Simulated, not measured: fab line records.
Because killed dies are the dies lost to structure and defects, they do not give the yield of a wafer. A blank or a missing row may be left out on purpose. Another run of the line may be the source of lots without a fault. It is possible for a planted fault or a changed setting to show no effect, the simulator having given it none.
Matching of chambers	flow n5Finfet	4 sister chambers for N5_BEOL_M3_ETCH_69 on rieDiel-02
The step etches SiARC in CF4, target depth 15.6 nm, time 26 s. 4 wafers are shown with their chamber, then 7 later ones without.

EACH WAFER AND ITS CHAMBER
wafer	chamber	showerheadPlenumPTorr (Torr)
L076.2	2	2.10
L081.6	3	2.21
L087.1	0	2.13
L087.4	1	2.06

WAFERS WITH NO CHAMBER GIVEN
wafer	showerheadPlenumPTorr (Torr)
L087.5	2.06
L088.1	2.06
L088.3	2.13
L088.6	2.13
L092.2	2.09
L092.4	2.06
L092.5	2.13

EACH ONE'S CHAMBER
wafer	from the rows above	in truth
L087.5	1	1
L088.1	1	1
L088.3	0	0
L088.6	0	0
L092.2	2	2
L092.4	1	1
L092.5	0	0
Correctly placed: 7 of 7. Number that these rows cannot place: 0. 0 placed wrongly.
How it was worked out, from the rows above alone: a wafer's distance from a chamber is the root of the sum, over the readings, of the square of ((its reading less the chamber's mean) divided by the reading's scatter). The wafer belongs to the nearest chamber; if the next one is less than 2 further off, it can't be placed. A chamber's mean is the mean of its shown wafers. The scatter: root of mean squared gap, hidden wafer to nearest shown wafer, with one shown wafer a chamber.
